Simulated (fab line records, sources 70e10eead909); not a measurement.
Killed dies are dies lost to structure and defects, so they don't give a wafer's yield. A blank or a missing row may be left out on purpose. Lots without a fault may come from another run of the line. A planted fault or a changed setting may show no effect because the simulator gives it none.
fab line records | flow nand_harc
record lots=14 wafers=42 last_day=34
route steps=1302 shown A_CHANNEL_HOLE_D2@598 A_CHANNEL_FILL_D2@612
lots that met no fault: from a run of the same line without faults
start_h: hours from the record's first day to the start of the lot's first wafer shown | wait_h: hours since the lot's step before | " the same as in the row above | L1.1+2: a row that stands for several wafers | - no value, or no start given | * or withheld: withheld | < > ~ a bound
route shown NAME@n: a module of which the file shows steps, and the number in the route of the first | usual: mean/standard deviation of fault-free wafers | same: alike in all rows | chamber/n: place in a boat | sites: the reading at each site | _std_site: their standard deviation | _edge_site: outer sites' mean less inner sites' | radius_mm: how far each site lies from the wafer's centre | mask NAME#n: copy n | behind: the tool/chamber that last shaped the wafer | hold: why the lot was held/for how many hours/how that ended | device: the transistor (n, p or np) that didn't switch | end of line: the same wafers' tests at the end of the route | a step without rows: its recipe alone | killed: dies lost to structure and defects at the first sort, not the wafer's yield | map: a wafer's dies, x killed, . not, _ none there
set.NAME: the setting as run; set.NAME@STEP: as run at that earlier step | model.NAME: the simulator's own value behind a step, which no gauge read
steps of the route over a sample of lots; a table a step, a row a wafer
services: from which hour (start_h, from the record's first day; less than 0 if before it) a tool's chamber was out of use, for how many hours, and why
## steps
# step NHARC_A_CHANNEL_HOLE_D2_ETCH_26
# recipe bias_v=300 source_w=2000 pressure_mtorr=30 time_s=224.1 ar_flow_sccm=375 c4f8_flow_sccm=11.4 o2_flow_sccm=113.6 temp_c=-20 target_depth_a=3000 chemistry=C4F8/O2/Ar
# usual drypump_motor_current_A=5.23/0.21 showerhead_plenum_p_Torr=3.72/0.12 throttle_valve_pct=24.583/0.009
# columns lot.wafer tool chamber start_h wait_h drypump_motor_current_A rf_hours_counter_h showerhead_plenum_p_Torr throttle_valve_pct
L998.2 har_etch-01 0 293.90 0.7 5.40 149 3.75 24.574
L998.1 " 1 " " 5.34 149 3.68 24.592
L998.5 " 1 " " 5.32 - 3.68 24.574
L100.4 har_etch-01 1 320.32 0.5 5.34 - 3.67 24.593
L100.3 " 0 " " 5.38 - 3.74 24.573
L100.6 " 1 " " 5.33 - 3.67 24.590
L101.1 har_etch-02 1 323.41 0.7 5.38 382 3.72 24.592
L101.4 " 0 " " 4.89 - 3.62 24.591
L101.5 " 0 " " 4.92 - 3.62 24.591
L103.1 har_etch-01 1 345.69 0.6 5.35 179 3.66 24.590
L103.4 " 1 " " 5.35 - 3.66 24.572
L103.5 " 1 " " 5.35 - 3.66 24.577
L102.4 har_etch-02 0 347.30 0.8 4.89 - 3.62 24.577
L102.5 " 0 " " 4.88 - 3.62 24.586
L102.6 " 0 " " 4.91 - 3.62 24.592
L111.1 har_etch-01 1 443.54 0.6 5.33 240 3.62 24.584
L111.6 " 0 " " 5.40 - 3.70 24.582
L111.5 " 1 " " 5.34 - 3.62 24.578
L112.3 har_etch-02 1 444.91 0.5 5.37 - 3.69 24.572
L112.5 " 1 " " 5.35 - 3.69 24.577
L112.6 " 0 " " 4.91 - 3.97 24.584
L115.2 har_etch-02 0 469.87 0.6 4.90 46 3.96 24.592
L115.4 " 1 " " 5.36 - 3.68 24.567
L115.5 " 0 " " 4.92 - 3.96 24.575
L116.2 har_etch-01 1 480.88 0.7 5.34 267 3.61 24.576
L116.1 " 0 " " 5.39 267 3.68 24.578
L116.3 " 1 " " 5.35 - 3.61 24.602
L117.1 har_etch-02 1 482.06 0.7 5.37 57 3.68 24.577
L117.4 " 1 " " 5.34 - 3.68 24.573
L117.6 " 0 " " 4.91 - 3.96 24.583
L118.4 har_etch-02 1 500.01 0.5 5.40 - 3.67 24.586
L118.3 " 0 " " 4.91 - 3.95 24.585
L118.5 " 1 " " 5.36 - 3.67 24.573
L119.2 har_etch-02 0 511.57 0.7 4.89 69 3.95 24.580
L119.4 " 0 " " 4.89 - 3.95 24.569
L119.6 " 0 " " 4.90 - 3.95 24.573
L120.2 har_etch-02 1 526.38 0.7 5.38 76 3.67 24.588
L120.4 " 0 " " 4.89 - 3.95 24.580
L120.6 " 0 " " 4.90 - 3.95 24.577
L121.4 har_etch-01 0 526.91 0.5 5.38 - 3.67 24.583
L121.5 " 0 " " 5.39 - 3.67 24.601
L121.6 " 1 " " 5.34 - 3.60 24.591
# step NHARC_A_CHANNEL_FILL_D2_ALD_02
# recipe target_thk_a=60 pulse_time_s=10 ald_cycles=60 temp_c=300 material=SiO2
# usual heater_power_w=488/55 precursor_pulse_height_rel=1.001/0.02
# columns lot.wafer tool chamber start_h wait_h heater_power_w precursor_pulse_height_rel
L998.2 ald_hk-04 2 296.10 - 545 0.974
L998.1 " 3 " " 551 1.017
L998.5 " 2 " " 551 0.991
L100.3 ald_hk-01 0 322.54 - 383 0.981
L100.4 " 1 " " 458 1.004
L100.6 " 1 " " 465 0.981
L101.4 ald_hk-04 3 325.68 - 518 0.988
L101.1 " 0 " " 508 1.004
L101.5 " 1 " " 518 0.999
L103.1 ald_hk-04 0 347.77 - 510 0.971
L103.4 " 1 " " 494 1.006
L103.5 " 1 " " 494 1.019
L102.4 ald_hk-04 3 349.69 - 528 0.966
L102.6 " 2 " " 535 0.990
L102.5 " 3 " " 522 1.035
L111.1 ald_hk-04 1 445.71 - 515 0.976
L111.5 " 0 " " 462 1.017
L111.6 " 1 " " 529 1.005
L112.3 ald_hk-02 2 447.26 - 400 0.992
L112.6 " 0 " " 541 0.970
L112.5 " 1 " " 448 1.020
L115.4 ald_hk-02 3 471.95 - 401 0.973
L115.2 " 0 " " 547 0.979
L115.5 " 0 " " 553 1.013
L116.2 ald_hk-02 3 484.87 - 397 1.008
L116.3 " 0 " " 556 0.999
L116.1 " 1 " " 455 1.016
L117.4 ald_hk-04 3 485.11 - 548 1.005
L117.1 " 1 " " 531 0.973
L117.6 " 2 " " 548 1.056
L118.3 ald_hk-04 0 502.06 - 469 0.969
L118.4 " 2 " " 551 0.984
L118.5 " 1 " " 510 1.019
L119.2 ald_hk-02 3 513.95 - 402 1.014
L119.4 " 0 " " 550 1.016
L119.6 " 1 " " 450 0.991
L120.4 ald_hk-04 1 528.51 - 503 1.026
L120.2 " 3 " " 548 0.996
L120.6 " 1 " " 526 1.009
L121.4 ald_hk-04 0 529.09 - 480 0.979
L121.5 " 3 " " 554 0.996
L121.6 " 0 " " 480 1.017
# step NHARC_A_CHANNEL_FILL_D2_STRIP_28
# recipe time_s=20 o2_flow_sccm=500 ar_flow_sccm=0 bias_w=0 chemistry=O2
# usual drypump_motor_current_A=5.6/0.35 oes_product_au=1.001/0.0095 rf_vpp_V=57.8/0.85 showerhead_plenum_p_Torr=3.52/0.14 throttle_valve_pct=17.036/0.0079
# columns lot.wafer tool chamber start_h wait_h drypump_motor_current_A oes_product_au rf_hours_counter_h rf_vpp_V showerhead_plenum_p_Torr throttle_valve_pct
L998.2 rie_diel-04 2 321.48 0.1 5.7 0.997 4 58.5 3.71 17.015
L998.1 " 0 " " 5.3 0.998 4 56.9 3.38 17.044
L998.5 " 1 " " 6.0 0.987 - 58.0 3.36 17.045
L100.4 rie_diel-04 0 349.46 0.1 5.3 0.996 5 55.9 3.38 17.027
L100.3 " 2 " " 5.7 0.992 5 57.5 3.71 17.040
L100.6 " 1 " " 6.0 0.995 - 58.0 3.36 17.032
L101.1 rie_diel-04 2 349.50 0.1 5.7 0.995 5 58.7 3.71 17.038
L101.4 " 3 " " 5.2 1.005 5 57.7 3.67 17.040
L101.5 " 2 " " 5.7 1.001 - 58.5 3.71 17.053
L103.1 rie_diel-04 1 373.74 0.1 6.0 0.999 0 56.6 3.36 17.037
L103.4 " 3 " " 5.1 1.011 0 58.0 3.67 17.040
L103.5 " 2 " " 5.7 0.994 - 58.6 3.71 17.041
L102.4 rie_diel-13 3 373.74 0.1 5.8 1.003 1 57.5 3.34 17.038
L102.6 " 2 " " 5.1 0.999 - 58.3 3.53 17.035
L102.5 " 3 " " 5.8 0.997 - 57.8 3.34 17.024
L112.3 rie_diel-04 2 469.48 0.1 5.7 0.994 2 57.1 3.71 17.025
L112.6 " 2 " " 5.7 1.000 - 58.2 3.71 17.046
L112.5 " 3 " " 5.2 1.013 - 58.3 3.67 17.050
L111.1 rie_diel-13 1 469.54 0.1 6.1 1.012 3 57.6 3.68 17.023
L111.6 " 0 " " 5.7 1.001 - 58.4 3.50 17.046
L111.5 " 1 " " 6.1 0.999 - 59.4 3.68 17.030
L115.4 rie_diel-03 2 499.74 0.1 6.4 1.025 7 57.5 3.42 17.044
L115.2 " 3 " " 5.3 0.995 6 58.0 3.51 17.050
L115.5 " 1 " " 5.6 1.002 - 57.6 3.45 17.033
L117.1 rie_diel-13 2 509.17 0.1 5.1 1.006 4 56.4 3.53 17.020
L117.4 " 3 " " 5.7 1.018 5 58.6 3.34 17.033
L117.6 " 3 " " 5.7 1.002 - 58.1 3.34 17.040
L116.3 rie_diel-04 3 509.19 0.1 5.1 1.005 3 58.9 3.67 17.032
L116.2 " 1 " " 6.0 0.994 3 56.5 3.35 17.040
L116.1 " 2 " " 5.7 0.986 3 57.9 3.71 17.037
L118.4 rie_diel-04 0 526.50 0.1 5.3 1.020 3 58.1 3.38 17.032
L118.3 " 1 " " 6.0 1.006 3 58.2 3.35 17.051
L118.5 " 0 " " 5.3 1.009 - 58.8 3.38 17.032
L119.4 rie_diel-13 1 538.17 0.1 6.1 1.011 0 57.3 3.68 17.031
L119.2 " 3 " " 5.7 0.992 0 58.6 3.34 17.048
L119.6 " 2 " " 5.1 1.009 - 58.8 3.53 17.048
L121.4 rie_diel-13 3 552.83 0.1 5.7 0.999 1 57.6 3.34 17.048
L121.6 " 3 " " 5.7 1.000 - 56.6 3.34 17.027
L121.5 " 0 " " 5.7 1.018 - 58.1 3.50 17.035
L120.2 rie_diel-04 1 552.83 0.1 6.0 0.988 0 56.6 3.35 17.033
L120.4 " 3 " " 5.2 1.003 0 60.5 3.67 17.035
L120.6 " 1 " " 6.0 0.992 - 56.5 3.35 17.045
# step NHARC_A_CHANNEL_FILL_D2_ANNEAL_22
# recipe temp_c=620 time_s=7200
# usual run_length_s=7231/4.6 spike_tc_bottom_C=639/4.6
# columns lot.wafer tool chamber start_h wait_h run_length_s spike_tc_bottom_C
L998.1 furnace-08 0 329.59 3.9 7234 645
L998.2 " 0 " " 7234 643
L998.5 " 0 " " 7234 645
L100.3 furnace-05 0 356.68 2.9 7234 635
L100.4 " 0 " " 7234 634
L100.6 " 0 " " 7234 637
L101.1 furnace-05 0 356.68 2.9 7233 635
L101.4 " 0 " " 7233 635
L101.5 " 0 " " 7233 636
L102.4 furnace-05 0 381.06 2.9 7231 636
L102.5 " 0 " " 7231 637
L102.6 " 0 " " 7231 636
L103.1 furnace-05 0 381.06 2.9 7237 636
L103.4 " 0 " " 7237 636
L103.5 " 0 " " 7237 637
L111.1 furnace-08 - 477.14 3.4 - -
L111.5 " - " " - -
L111.6 " - " " - -
L112.3 furnace-08 - 477.14 3.4 - -
L112.5 " - " " - -
L112.6 " - " " - -
L115.2 furnace-05 0 507.19 3.2 7230 635
L115.4 " 0 " " 7230 636
L115.5 " 0 " " 7230 635
L116.1 furnace-05 0 516.44 2.9 7228 635
L116.2 " 0 " " 7228 634
L116.3 " 0 " " 7228 635
L117.1 furnace-05 0 516.44 2.9 7228 635
L117.4 " 0 " " 7228 634
L117.6 " 0 " " 7228 635
L118.3 furnace-08 0 534.33 3.4 7236 645
L118.4 " 0 " " 7236 645
L118.5 " 0 " " 7236 645
L119.2 furnace-02 0 546.03 3.5 7222 645
L119.4 " 0 " " 7222 644
L119.6 " 0 " " 7222 642
L120.2 furnace-02 0 560.78 3.7 7227 643
L120.4 " 0 " " 7227 643
L120.6 " 0 " " 7227 642
L121.4 furnace-02 0 560.78 3.7 7227 645
L121.5 " 0 " " 7227 645
L121.6 " 0 " " 7227 644
## services
# columns tool chamber start_h hours kind
rie_diel-03 - 281.30 9.0 pm
ald_hk-01 - 297.78 10.0 pm
rie_diel-13 1 324.46 10.9 repair
rie_diel-13 - 342.00 9.0 pm
furnace-08 - 352.55 15.6 repair
rie_diel-04 - 359.03 9.0 pm
rie_diel-03 1 366.57 2.8 repair
ald_hk-04 - 366.59 1.5 repair
rie_diel-04 - 372.91 0.3 repair
har_etch-02 - 378.41 17.0 pm
rie_diel-03 - 391.40 2.0 repair
rie_diel-04 3 392.01 4.1 repair
rie_diel-13 0 402.69 1.7 repair
rie_diel-13 - 405.10 1.3 repair
rie_diel-13 1 419.46 5.5 repair
ald_hk-04 - 435.18 10.0 pm
rie_diel-03 - 458.30 9.0 pm
rie_diel-13 2 459.97 32.6 repair
rie_diel-13 3 465.05 13.6 repair
furnace-08 - 480.78 26.0 pm
rie_diel-13 2 509.50 4.6 repair
rie_diel-13 - 519.00 9.0 pm
ald_hk-02 - 527.99 10.0 pm
rie_diel-04 - 536.03 9.0 pm
## key
first_sign step=NHARC_A_CHANNEL_FILL_D2_ANNEAL_22 reading=tool_record direction=missing
effect none on later readings
met_at NHARC_A_CHANNEL_FILL_D2_ANNEAL_22
struck_lots L111,L112
later_rows_left_out L111.1,L111.5,L111.6,L112.3,L112.5,L112.6
sort_left_out L111.1,L111.5,L111.6,L112.3,L112.5,L112.6
tester_left_out L111,L112
not_acting_at NHARC_A_CHANNEL_HOLE_D2_ETCH_26,NHARC_A_CHANNEL_FILL_D2_ALD_02,NHARC_A_CHANNEL_FILL_D2_STRIP_28
onset_between 329.59 477.14
fault kind=skipped_step_whole tool=furnace-08 chamber=- onset_h=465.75 steps=NHARC_A_CHANNEL_FILL_D2_ANNEAL_22 scope=struck_lots_only
# tester_left_out: of these lots the tester's yield and bins aren't shown, on N5 and GAA mostly nor the transistor test; their killed dies are dies lost to structure and defects alone, not to doping, threshold or leakage, so they don't give the yield
# sort_left_out: the simulated sort isn't trusted on such a fault, so these wafers' sort isn't shown, and their yield isn't known
# later_rows_left_out: the simulator's readings of these wafers behind a module that went badly wrong aren't trusted and aren't shown, but for the sort
